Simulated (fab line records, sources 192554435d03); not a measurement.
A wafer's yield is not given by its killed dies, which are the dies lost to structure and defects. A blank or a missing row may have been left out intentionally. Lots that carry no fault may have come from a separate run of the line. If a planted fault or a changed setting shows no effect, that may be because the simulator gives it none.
Matching of chambers / flow n5_finfet / N5_BEOL_M2_PECVD_72 on pecvd-02: 3 sister chambers
The step deposits SiO2 from TEOS/O2, target thk 16 nm, time 18 s. 6 wafers are shown with their chamber, then 9 later ones without.

## WAFERS PAIRED WITH THEIR CHAMBERS
wafer=L087.6; chamber=1; throttle_valve_pct (%)=22.2; showerhead_plenum_p_Torr (Torr)=8.76
wafer=L086.4; chamber=2; throttle_valve_pct (%)=21.4; showerhead_plenum_p_Torr (Torr)=8.64
wafer=L086.6; chamber=0; throttle_valve_pct (%)=23.9; showerhead_plenum_p_Torr (Torr)=8.80
wafer=L093.2; chamber=2; throttle_valve_pct (%)=21.7; showerhead_plenum_p_Torr (Torr)=8.61
wafer=L093.3; chamber=1; throttle_valve_pct (%)=22.1; showerhead_plenum_p_Torr (Torr)=8.78
wafer=L093.5; chamber=0; throttle_valve_pct (%)=24.0; showerhead_plenum_p_Torr (Torr)=8.82

## WAFERS WHOSE CHAMBER IS MISSING
wafer=L094.1; throttle_valve_pct (%)=23.8; showerhead_plenum_p_Torr (Torr)=8.78
wafer=L094.4; throttle_valve_pct (%)=22.1; showerhead_plenum_p_Torr (Torr)=8.78
wafer=L094.5; throttle_valve_pct (%)=23.9; showerhead_plenum_p_Torr (Torr)=8.79
wafer=L095.1; throttle_valve_pct (%)=22.1; showerhead_plenum_p_Torr (Torr)=8.75
wafer=L095.3; throttle_valve_pct (%)=23.6; showerhead_plenum_p_Torr (Torr)=8.78
wafer=L095.6; throttle_valve_pct (%)=22.1; showerhead_plenum_p_Torr (Torr)=8.74
wafer=L096.2; throttle_valve_pct (%)=21.4; showerhead_plenum_p_Torr (Torr)=8.61
wafer=L096.3; throttle_valve_pct (%)=22.1; showerhead_plenum_p_Torr (Torr)=8.75
wafer=L096.5; throttle_valve_pct (%)=21.0; showerhead_plenum_p_Torr (Torr)=8.58

## EACH ONE'S CHAMBER
wafer=L094.1; from the rows above=0; in truth=0
wafer=L094.4; from the rows above=1; in truth=1
wafer=L094.5; from the rows above=0; in truth=0
wafer=L095.1; from the rows above=1; in truth=1
wafer=L095.3; from the rows above=0; in truth=0
wafer=L095.6; from the rows above=1; in truth=1
wafer=L096.2; from the rows above=2; in truth=2
wafer=L096.3; from the rows above=1; in truth=1
wafer=L096.5; from the rows above=2; in truth=2
Placed correctly: 9 of 9. Not placeable from these rows: 0. Placed wrongly: 0.
How it was worked out, from the rows above alone: a wafer's distance from a chamber is the root of the sum, over the readings, of the square of ((its reading less the chamber's mean) divided by the reading's scatter). The wafer belongs to the nearest chamber; if the next one is less than 2 further off, it can't be placed. Each chamber's mean is taken over the wafers shown for it. How the scatter is found: for the shown wafers, subtract from each reading the mean of its chamber, square and add these, divide the total by (wafers less chambers), then take the root.
